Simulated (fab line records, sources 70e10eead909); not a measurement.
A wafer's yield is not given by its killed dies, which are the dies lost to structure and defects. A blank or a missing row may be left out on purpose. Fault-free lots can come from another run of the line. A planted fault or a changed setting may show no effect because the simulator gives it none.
Which tool was responsible? / flow nandHarc / 24 lots, 72 wafers sampled, at 3 steps of a route of 1302

## WHAT THE GAUGES READ, wafer by wafer
NHARC_A_M1_OVL_MEAS_10: pitch 240 nm.
lot=L074; measured=day 22 19:32; on=overlay-02; overlayXNm (nm)=0.1 -0.2 0.1; overlayYNm (nm)=0.1 0.0 0.0
lot=L075; measured=day 22 21:30; on=overlay-02; overlayXNm (nm)=-0.4 -0.5 -0.9; overlayYNm (nm)=0.4 0.7 0.1
lot=L076; measured=day 23 14:18; on=overlay-01; overlayXNm (nm)=1.5 0.9 0.6; overlayYNm (nm)=0.6 0.3 0.1
lot=L078; measured=day 24 00:52; on=overlay-02; overlayXNm (nm)=-0.6 -1.0 -0.6; overlayYNm (nm)=1.2 1.0 0.4
lot=L077; measured=day 24 01:16; on=overlay-02; overlayXNm (nm)=-1.7 -1.1 -0.9; overlayYNm (nm)=-0.8 -0.8 -0.6
lot=L080; measured=day 24 14:40; on=overlay-01; overlayXNm (nm)=-0.7 -0.5 -0.5; overlayYNm (nm)=0.7 0.2 0.5
lot=L079; measured=day 24 16:21; on=overlay-01; overlayXNm (nm)=-0.7 -0.3 -0.1; overlayYNm (nm)=-0.1 -0.4 -0.4
lot=L081; measured=day 25 19:35; on=overlay-02; overlayXNm (nm)=-0.3 0.3 0.5; overlayYNm (nm)=0.7 -0.1 0.0
lot=L083; measured=day 26 08:30; on=overlay-02; overlayXNm (nm)=-0.4 0.0 -0.5; overlayYNm (nm)=-0.1 0.2 0.6
lot=L082; measured=day 26 12:08; on=overlay-02; overlayXNm (nm)=1.2 0.8 1.4; overlayYNm (nm)=-0.7 -0.8 -0.4
lot=L085; measured=day 26 23:03; on=overlay-02; overlayXNm (nm)=-0.2 0.3 -0.1; overlayYNm (nm)=-0.8 -0.8 -1.0
lot=L084; measured=day 27 00:16; on=overlay-01; overlayXNm (nm)=-0.2 -0.6 -0.3; overlayYNm (nm)=-1.4 -1.2 -0.9
lot=L087; measured=day 27 20:07; on=overlay-02; overlayXNm (nm)=0.4 0.0 -0.2; overlayYNm (nm)=0.5 0.2 0.1
lot=L086; measured=day 27 21:31; on=overlay-01; overlayXNm (nm)=0.8 0.8 1.2; overlayYNm (nm)=0.5 0.6 0.0
lot=L088; measured=day 28 10:02; on=overlay-02; overlayXNm (nm)=-0.1 -0.1 -0.5; overlayYNm (nm)=0.1 -0.4 -0.2
lot=L089; measured=day 28 10:51; on=overlay-01; overlayXNm (nm)=-0.5 -0.1 0.1; overlayYNm (nm)=-0.6 -1.1 -0.2
lot=L090; measured=day 30 01:17; on=overlay-01; overlayXNm (nm)=0.9 1.3 1.7; overlayYNm (nm)=-1.3 -1.4 -1.2
lot=L091; measured=day 30 06:32; on=overlay-02; overlayXNm (nm)=-1.6 -2.0 -2.0; overlayYNm (nm)=-0.2 0.1 -0.1
lot=L093; measured=day 30 12:47; on=overlay-02; overlayXNm (nm)=0.0 -0.3 0.0; overlayYNm (nm)=1.8 1.5 1.8
lot=L092; measured=day 30 17:27; on=overlay-01; overlayXNm (nm)=1.7 0.9 1.4; overlayYNm (nm)=0.2 -0.3 -0.5
lot=L094; measured=day 30 21:16; on=overlay-01; overlayXNm (nm)=1.0 0.2 1.2; overlayYNm (nm)=-0.6 -0.9 -0.7
lot=L095; measured=day 31 15:34; on=overlay-01; overlayXNm (nm)=-0.6 -1.3 -0.8; overlayYNm (nm)=-0.4 -0.5 0.0
lot=L096; measured=day 32 02:16; on=overlay-02; overlayXNm (nm)=0.6 1.1 0.4; overlayYNm (nm)=-0.2 -0.4 -0.6
lot=L097; measured=day 32 07:41; on=overlay-02; overlayXNm (nm)=1.4 1.8 1.3; overlayYNm (nm)=-0.1 -0.1 -0.1

NHARC_A_M1_INSPECT_27.
lot=L074; measured=day 22 22:12; on=defectInspect-01; rawDefectCount=607 490 507
lot=L075; measured=day 23 00:29; on=defectInspect-02; rawDefectCount=584 474 695
lot=L076; measured=day 23 17:01; on=defectInspect-01; rawDefectCount=513 816 438
lot=L078; measured=day 24 03:32; on=defectInspect-02; rawDefectCount=898 1089 636
lot=L077; measured=day 24 04:08; on=defectInspect-02; rawDefectCount=672 593 491
lot=L080; measured=day 24 17:20; on=defectInspect-01; rawDefectCount=611 550 540
lot=L079; measured=day 24 19:02; on=defectInspect-01; rawDefectCount=593 489 457
lot=L081; measured=day 25 22:16; on=defectInspect-01; rawDefectCount=572 453 590
lot=L083; measured=day 26 11:10; on=defectInspect-02; rawDefectCount=589 489 540
lot=L082; measured=day 26 14:51; on=defectInspect-01; rawDefectCount=559 603 489
lot=L085; measured=day 27 01:43; on=defectInspect-01; rawDefectCount=610 637 757
lot=L084; measured=day 27 02:57; on=defectInspect-02; rawDefectCount=360 606 332
lot=L087; measured=day 27 22:47; on=defectInspect-02; rawDefectCount=558 553 368
lot=L086; measured=day 28 00:13; on=defectInspect-02; rawDefectCount=542 452 422
lot=L088; measured=day 28 12:43; on=defectInspect-01; rawDefectCount=467 469 503
lot=L089; measured=day 28 13:31; on=defectInspect-01; rawDefectCount=675 831 585
lot=L090; measured=day 30 03:57; on=defectInspect-02; rawDefectCount=429 532 502
lot=L091; measured=day 30 09:13; on=defectInspect-02; rawDefectCount=633 685 681
lot=L093; measured=day 30 15:27; on=defectInspect-02; rawDefectCount=576 334 368
lot=L092; measured=day 30 20:08; on=defectInspect-01; rawDefectCount=684 497 495
lot=L094; measured=day 31 00:00; on=defectInspect-01; rawDefectCount=442 470 551
lot=L095; measured=day 31 18:14; on=defectInspect-02; rawDefectCount=820 816 663
lot=L096; measured=day 32 04:59; on=defectInspect-01; rawDefectCount=779 762 498
lot=L097; measured=day 32 10:23; on=defectInspect-01; rawDefectCount=418 635 463

NHARC_A_BONDPAD_THK_MEAS_30: measures by ellipsometry.
lot=L074; measured=day 22 23:34; on=filmMetro-02; thkNm (nm)=201.9 199.0 197.7
lot=L075; measured=day 23 02:00; on=filmMetro-01; thkNm (nm)=199.2 200.7 197.6
lot=L076; measured=day 23 18:22; on=filmMetro-01; thkNm (nm)=200.9 200.7 203.5
lot=L078; measured=day 24 04:53; on=filmMetro-01; thkNm (nm)=197.9 200.9 201.8
lot=L077; measured=day 24 05:29; on=filmMetro-02; thkNm (nm)=199.0 196.9 197.4
lot=L080; measured=day 24 18:42; on=filmMetro-02; thkNm (nm)=200.1 199.9 198.3
lot=L079; measured=day 24 20:23; on=filmMetro-02; thkNm (nm)=198.9 196.1 197.8
lot=L081; measured=day 25 23:37; on=filmMetro-02; thkNm (nm)=198.6 199.4 199.3
lot=L083; measured=day 26 12:31; on=filmMetro-02; thkNm (nm)=201.8 202.5 200.5
lot=L082; measured=day 26 16:13; on=filmMetro-01; thkNm (nm)=200.4 199.7 198.8
lot=L085; measured=day 27 03:05; on=filmMetro-02; thkNm (nm)=197.3 203.6 201.8
lot=L084; measured=day 27 04:19; on=filmMetro-01; thkNm (nm)=198.8 199.8 198.8
lot=L087; measured=day 28 00:08; on=filmMetro-01; thkNm (nm)=201.1 198.3 201.2
lot=L086; measured=day 28 01:35; on=filmMetro-01; thkNm (nm)=201.5 200.4 201.2
lot=L088; measured=day 28 14:05; on=filmMetro-01; thkNm (nm)=200.4 199.1 199.9
lot=L089; measured=day 28 15:02; on=filmMetro-01; thkNm (nm)=199.3 200.1 199.4
lot=L090; measured=day 30 05:19; on=filmMetro-02; thkNm (nm)=200.5 201.7 199.6
lot=L091; measured=day 30 10:43; on=filmMetro-02; thkNm (nm)=198.3 201.3 200.3
lot=L093; measured=day 30 16:49; on=filmMetro-01; thkNm (nm)=198.9 201.9 201.0
lot=L092; measured=day 30 21:29; on=filmMetro-01; thkNm (nm)=201.4 199.7 201.9
lot=L094; measured=day 31 01:22; on=filmMetro-01; thkNm (nm)=199.5 200.6 201.1
lot=L095; measured=day 31 19:35; on=filmMetro-02; thkNm (nm)=199.7 200.3 198.9
lot=L096; measured=day 32 06:21; on=filmMetro-02; thkNm (nm)=201.9 198.7 200.2
lot=L097; measured=day 32 11:44; on=filmMetro-02; thkNm (nm)=199.5 200.3 202.3

## EACH LOT AND THE TOOL THAT RAN IT (in order: tool; ch and the chambers of the sampled wafers; start)
The record shows no process step preceding these readings.

## WHAT THE TOOLS THEMSELVES READ (means of the sampled wafers that have a number; where no wafer has one, the mark that the record gives instead)
The record holds no such reading with a usual standard deviation.

## THE ANSWER, worked out from the rows above alone
Rule: what is usual is taken from the lots themselves. The widest of any qualifying gaps counts: lots, ordered by their means at a reading, are off when they make up no more than a third of the lots, leave a main group of 4 or more, and stand apart from it by 3 or more times the standard deviation of that group's means. If all means in a main group match to the digits the tables above print for the reading, that group is not used. Also off: a lot with no number at a reading for which 4 or more lots have one. Where the step has rows for the other lots, those lots are counted as sound. First the gauges in route order, then the tools' own readings, where a lot's mean is used as printed above. At the first step where some lot is off, the reading lying furthest off is the one used; lots without a number count as furthest.
Across all readings shown, no lot is off: no conclusion can be drawn from this.

## WHAT THE SIMULATOR HAD PUT IN
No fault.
